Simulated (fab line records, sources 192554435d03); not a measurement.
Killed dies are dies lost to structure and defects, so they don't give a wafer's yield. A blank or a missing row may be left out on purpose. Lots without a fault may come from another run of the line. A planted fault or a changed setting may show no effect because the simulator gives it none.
Problem report in the 8D (eight disciplines) form, filled by code | flow n5_finfet | the parts of the form that need people (team, actions taken, sign-off) are left out

1. THE PROBLEM
raw_defect_count at N5_BEOL_M11_INSPECT_13 reads a mean of 802 on 2 wafers of 1 lot; wafers without a fault read 376 with a standard deviation of 92. That is +4.6 standard deviations from the usual mean.
The step: inspects for defects (brightfield).
First seen on wafer L161.1, day 13 16:06, on defect_inspect-01. The record holds 33 wafers of 11 lots with a number at this step. Rule for "out", or "out of limits": more than 4 standard deviations from the usual mean. The other wafers with a number count as sound.

2. WHAT IT IS AND WHAT IT IS NOT
question                    | is                | is not
which readings at this step | raw_defect_count  | -
which lots                  | L161              | L155, L156, L157, L158, L159, L164, L169, L170, L176, L178
which wafers of those lots  | L161.1, L161.6    | L161.2
read on which gauges        | defect_inspect-01 | defect_inspect-02
when                        | from day 13 16:06 | up to then (16 sound wafers); but 15 sound wafers of L164, L169, L170, L176, L178 came after

3. SUSPECTS, AND WHAT RULES EACH OUT
Counting: a tool at a process step up to the reading stays a suspect if it ran every lot that is out. Sound lots after the first of them don't rule it out here, since some wafers of a struck lot are sound.
- the gauge at N5_BEOL_M11_INSPECT_13: ruled out. All the wafers that are out were read on defect_inspect-01, but those of them that N5_PASSIVATION_PROBE_49 has rows for are out there too, on other tools.
- rtp_anneal-01 at N5_BEOL_M10_ANNEAL_51 (time 90 s): kept. It ran the lot that is out, L161 (day 13 13:59).
- pecvd-01 at N5_BEOL_M10_DEP_56 (deposits SiCN from 3MS/NH3, target thk 15 nm, time 26.5 s): kept. It ran the lot that is out, L161 (day 13 14:38); its last sound lot up to then is L158 (day 12 04:52).
- pecvd-03 at N5_BEOL_M11_PECVD_70 (deposits SiO2 from TEOS/O2, target thk 20 nm, time 22.7 s): kept. It ran the lot that is out, L161 (day 13 15:25).
- pvd_sputter-02 at N5_BEOL_M11_HM_DEP_02 (deposits TiN, target thk 20 nm): kept. It ran the lot that is out, L161 (day 13 15:40); its last sound lot up to then is L159 (day 12 16:13).
- Within pecvd-01 at N5_BEOL_M10_DEP_56: the wafers that are out ran in chamber 0; their sound lot-mates ran in chamber 1.
- Within pecvd-03 at N5_BEOL_M11_PECVD_70: the wafers that are out ran in chamber 2; their sound lot-mates ran in chamber 0.
Left after counting: rtp_anneal-01 at N5_BEOL_M10_ANNEAL_51, pecvd-01 at N5_BEOL_M10_DEP_56, pecvd-03 at N5_BEOL_M11_PECVD_70, pvd_sputter-02 at N5_BEOL_M11_HM_DEP_02.

4. THE CAUSE (what the simulator had put in)
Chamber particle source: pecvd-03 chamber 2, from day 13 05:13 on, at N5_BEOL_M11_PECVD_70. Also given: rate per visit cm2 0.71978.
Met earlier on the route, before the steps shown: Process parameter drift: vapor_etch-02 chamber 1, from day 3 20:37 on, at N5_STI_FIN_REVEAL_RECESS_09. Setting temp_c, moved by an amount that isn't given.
Counting left 4 suspects, and this tool is among them.

5. THE CHAIN OF EFFECTS, in route order
Each row: a reading whose mean over the struck wafers that have a number lies more than 3 standard deviations from the usual. Only readings for which the record gives a usual standard deviation are gone through. hours: the time from each lot's start at the first step in this table that gives one to its start at this step, as a median over the lots. sigmas: the change in usual standard deviations.
hours | step                    | reading              | usual  | on struck wafers | change | sigmas
0     | N5_BEOL_M11_INSPECT_13  | raw_defect_count     | 376    | 802              | +426   | +4.6
49    | N5_PASSIVATION_PROBE_49 | defect_limited_yield | 91.1 % | 83.9             | -7.2   | -5.1
49    | N5_PASSIVATION_PROBE_49 | killed_at_M4_up      | 14     | 101              | +87    | +17
49    | N5_PASSIVATION_PROBE_49 | killed_dies          | 105    | 190              | +85    | +5.3
49    | N5_PASSIVATION_PROBE_49 | sort_bin_5_function  | 5.2 %  | 10.2             | +5.0   | +5.7
49    | N5_PASSIVATION_PROBE_49 | sort_n_pass          | 1074   | 990              | -84    | -5.2
49    | N5_PASSIVATION_PROBE_49 | sort_yield_pct       | 91.1 % | 83.9             | -7.2   | -5.1
The process steps in it:
- N5_PASSIVATION_PROBE_49

6. WHAT WOULD HAVE CAUGHT IT SOONER
In this record the first reading out of limits at a measuring or inspecting step was taken at day 13 16:06, 11 hours after the fault began at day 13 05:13.
Of the tool readings at N5_BEOL_M11_PECVD_70 for which the record gives a usual standard deviation, none was out on any struck wafer, so an alarm limit of 4 standard deviations on them would not have fired.
All the lots that are out (1) had begun N5_BEOL_M11_PECVD_70 on pecvd-03 by day 13 16:06. A hold on the tool at that time would have spared none of them.
